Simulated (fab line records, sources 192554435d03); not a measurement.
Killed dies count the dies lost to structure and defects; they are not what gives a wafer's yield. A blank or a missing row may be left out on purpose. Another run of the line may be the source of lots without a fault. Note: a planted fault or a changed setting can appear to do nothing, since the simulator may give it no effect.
Split-lot trial	flow n5-finfet	39 wafers read from 7 lots, route of 1938 steps

## ABOUT THE SPLIT
At N5_HKMG_FIN_ETCH_32 (etches SOC in N2/H2, target depth 240 nm, time 300 s), the setting target-depth-a was moved away from the recipe's 2400 angstrom on 15 of the 39 wafers read, by -49.1% to +56.2%. All remaining wafers had this setting at the recipe value.

The split's own step is where the reading is taken.

## THE READING
SiARC_of_HKMG_FIN_COAT_30.thk-nm (the simulator's own value, which no gauge read), in nm, at N5_HKMG_FIN_ETCH_32 (etches SOC in N2/H2, target depth 240 nm, time 300 s). The file does not state a usual value for it. The 24 wafers here that ran the recipe average 21.3 nm, standard deviation 0.22 nm.

wafer	tool, chamber at the split	target-depth-a as run, angstrom	against the recipe	SiARC_of_HKMG_FIN_COAT_30.thk-nm, nm	against lot-mates on the recipe
L079.1	rie-diel-04, 0	2400	recipe	21.4	-
L079.2	rie-diel-04, 2	2400	recipe	21.8	-
L079.3	rie-diel-04, 1	1935	-19.4%	23.6	+2.0
L079.4	rie-diel-04, 3	2400	recipe	21.6	-
L079.5	rie-diel-04, 0	1935	-19.4%	24.2	+2.6
L079.6	rie-diel-04, 3	1935	-19.4%	24.2	+2.6
L084.1	rie-diel-05, 0	2400	recipe	21.2	-
L084.2	rie-diel-05, 3	3749	+56.2%	13.4	-7.8
L084.3	rie-diel-05, 2	2400	recipe	21.2	-
L084.4	rie-diel-05, 1	3749	+56.2%	13.2	-8.0
L084.5	rie-diel-05, 2	3749	+56.2%	13.4	-7.8
L084.6	rie-diel-05, 1	2400	recipe	21.2	-
L088.1	rie-diel-05, 3	2400	recipe	21.2	-
L088.2	rie-diel-05, 2	2400	recipe	21.2	-
L088.3	rie-diel-05, 0	2400	recipe	21.4	-
L088.4	rie-diel-05, 1	2400	recipe	21	-
L088.5	rie-diel-05, 1	2400	recipe	21.2	-
L088.6	rie-diel-05, 0	2400	recipe	21.4	-
L089.1	rie-diel-04, 2	2400	recipe	21.6	-
L089.2	rie-diel-04, 0	3120	+30.0%	17.4	-4.2
L089.3	rie-diel-04, 3	3120	+30.0%	17.4	-4.2
L089.4	rie-diel-04, 2	2400	recipe	21.6	-
L089.5	rie-diel-04, 3	3120	+30.0%	17.2	-4.4
L089.6	rie-diel-04, 0	2400	recipe	21.6	-
L092.1	rie-diel-04, 1	2400	recipe	21	-
L092.2	rie-diel-04, 3	2400	recipe	21.4	-
L092.3	rie-diel-04, 0	1221	-49.1%	28.2	+7.1
L092.4	rie-diel-04, 0	1221	-49.1%	28.2	+7.1
L092.5	rie-diel-04, 1	2400	recipe	21	-
L092.6	rie-diel-04, 3	1221	-49.1%	28.2	+7.1
L094.1	rie-diel-05, 2	2400	recipe	21.4	-
L094.4	rie-diel-05, 1	2400	recipe	21.2	-
L094.6	rie-diel-05, 1	2400	recipe	21.2	-
L096.1	rie-diel-04, 1	1964	-18.2%	23.6	+2.3
L096.2	rie-diel-04, 3	2400	recipe	21.6	-
L096.3	rie-diel-04, 0	1964	-18.2%	24.2	+2.9
L096.4	rie-diel-04, 3	2400	recipe	21.4	-
L096.5	rie-diel-04, 1	2400	recipe	21	-
L096.6	rie-diel-04, 0	1964	-18.2%	24	+2.7

FIT RESULTS
A straight line over all 39 wafers: SiARC_of_HKMG_FIN_COAT_30.thk-nm changes by -0.14 nm for each +1% of target-depth-a; r = -1.00; the points scatter about the line by 0.22 nm.
The same after taking each lot's own level away (the mean of its wafers on the recipe; 39 wafers): -0.141 nm for each +1%; r = -1.00; scatter 0.19 nm.
The reading moves by 7.9 nm for the largest change in target-depth-a, on that fit.
The span of the lots' own levels, 21.13 to 21.60 nm, comes to 2.1 times the standard deviation stated above.
The two slopes agree, so the slope changes little with the lot-to-lot level.
Check: -7.95 nm against its lot-mates is what the line predicts for one of the wafers moved furthest among these (+56.2%) when that wafer is left out of the fit. Against them it came out at -7.8 nm.

## THESE WAFERS: OTHER SPLITS
These wafers also went through other splits before the reading. Each is held against what the fit with the lots' levels taken away leaves over:
other split on the same wafers	wafers away from the commonest value	r with SiARC_of_HKMG_FIN_COAT_30.thk-nm (lot level and that fit taken away)
N5_ZERO_LAYER_PECVD_02 time-s	6	-0.08
N5_FIN_SAQP_SPACER1_ALD_24 ald-cycles	15	-0.20

## THE WHOLE CHAIN: every reading that the file lists as answering this split, in the file's order
step	what it does	reading	change (the file's fit)	r (the file's)
N5_HKMG_FIN_ETCH_32	etches SOC in N2/H2, target depth 240 nm, time 300 s	etch.depth-nm (the simulator's own value, which no gauge read)	+2.43 nm for each +1% of the setting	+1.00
N5_HKMG_FIN_ETCH_32	etches SOC in N2/H2, target depth 240 nm, time 300 s	HKMG_FIN.feature-depth-nm (the simulator's own value, which no gauge read)	+2.43 nm for each +1% of the setting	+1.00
N5_HKMG_FIN_ETCH_32	etches SOC in N2/H2, target depth 240 nm, time 300 s	SiARC_of_HKMG_FIN_COAT_30.thk-nm (the simulator's own value, which no gauge read)	-0.141 nm for each +1% of the setting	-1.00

## THE FILE'S OWN FIT
SiARC_of_HKMG_FIN_COAT_30.thk-nm changes by -0.141 nm for each +1% of target-depth-a, r = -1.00.
